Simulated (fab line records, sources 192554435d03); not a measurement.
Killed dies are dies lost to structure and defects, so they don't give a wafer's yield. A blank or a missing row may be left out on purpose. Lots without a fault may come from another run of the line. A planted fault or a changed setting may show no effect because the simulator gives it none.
Problem report in the 8D (eight disciplines) form, filled by code | flow n5_finfet | the parts of the form that need people (team, actions taken, sign-off) are left out

1. THE PROBLEM
cd_nm at N5_BEOL_M13_CD_MEAS_28 reads a mean of 292.0 nm on 5 wafers of 3 lots; wafers without a fault read 209.1 nm with a standard deviation of 1.5. That is +55 standard deviations from the usual mean.
The step: target cd 209.5 nm.
First seen on wafer L652.3, day 13 07:22, on cd_sem-02. The record holds 41 wafers of 15 lots with a number at this step. Rule for "out", or "out of limits": more than 4 standard deviations from the usual mean. The other wafers with a number count as sound.

2. WHAT IT IS AND WHAT IT IS NOT
question                    | is                                     | is not
which readings at this step | cd_nm                                  | -
which lots                  | L652, L653, L655                       | L644, L646, L647, L648, L649, L651, L660, L661, L662, L664, L665, L667
which wafers of those lots  | L652.3, L652.5, L653.3, L653.5, L655.5 | L653.6, L655.4
read on which gauges        | cd_sem-01, cd_sem-02                   | cd_sem-03
when                        | from day 13 07:22                      | up to then (18 sound wafers); but 18 sound wafers of L653, L655, L660, L661, L662, L664, L665, L667 came after

3. SUSPECTS, AND WHAT RULES EACH OUT
Counting: a tool at a process step up to the reading stays a suspect if it ran every lot that is out. Sound lots after the first of them don't rule it out here, since some wafers of a struck lot are sound.
- the gauge at N5_BEOL_M13_CD_MEAS_28: ruled out. The wafers that are out were read on 2 gauges (cd_sem-01, cd_sem-02).
- krf_scanner-01 at N5_BEOL_M13_EXPOSE_25 (exposes mask M13, target cd 210 nm): kept. It ran every lot that is out, first L652 (day 13 07:12); its last sound lot up to then is L649 (day 12 07:23).
Left after counting: krf_scanner-01 at N5_BEOL_M13_EXPOSE_25.

4. THE CAUSE (what the simulator had put in)
Process parameter drift: krf_scanner-01, from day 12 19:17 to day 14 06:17, at N5_BEOL_M13_EXPOSE_25. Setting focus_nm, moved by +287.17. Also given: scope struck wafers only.
Counting left only this tool.

5. THE CHAIN OF EFFECTS, in route order
Each row: a reading whose mean over the struck wafers that have a number lies more than 3 standard deviations from the usual. Only readings for which the record gives a usual standard deviation are gone through. hours: the time from each lot's start at the first step in this table that gives one to its start at this step, as a median over the lots. sigmas: the change in usual standard deviations.
hours | step                   | reading | usual    | on struck wafers | change | sigmas
0     | N5_BEOL_M13_CD_MEAS_28 | cd_nm   | 209.1 nm | 292.0            | +82.9  | +55

6. WHAT WOULD HAVE CAUGHT IT SOONER
In this record the first reading out of limits at a measuring or inspecting step was taken at day 13 07:22, 12 hours after the fault began at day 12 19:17.
Of the lots that are out (3), L653, L655 began N5_BEOL_M13_EXPOSE_25 on krf_scanner-01 after day 13 07:22. A hold on the tool at that time would have spared those 2.
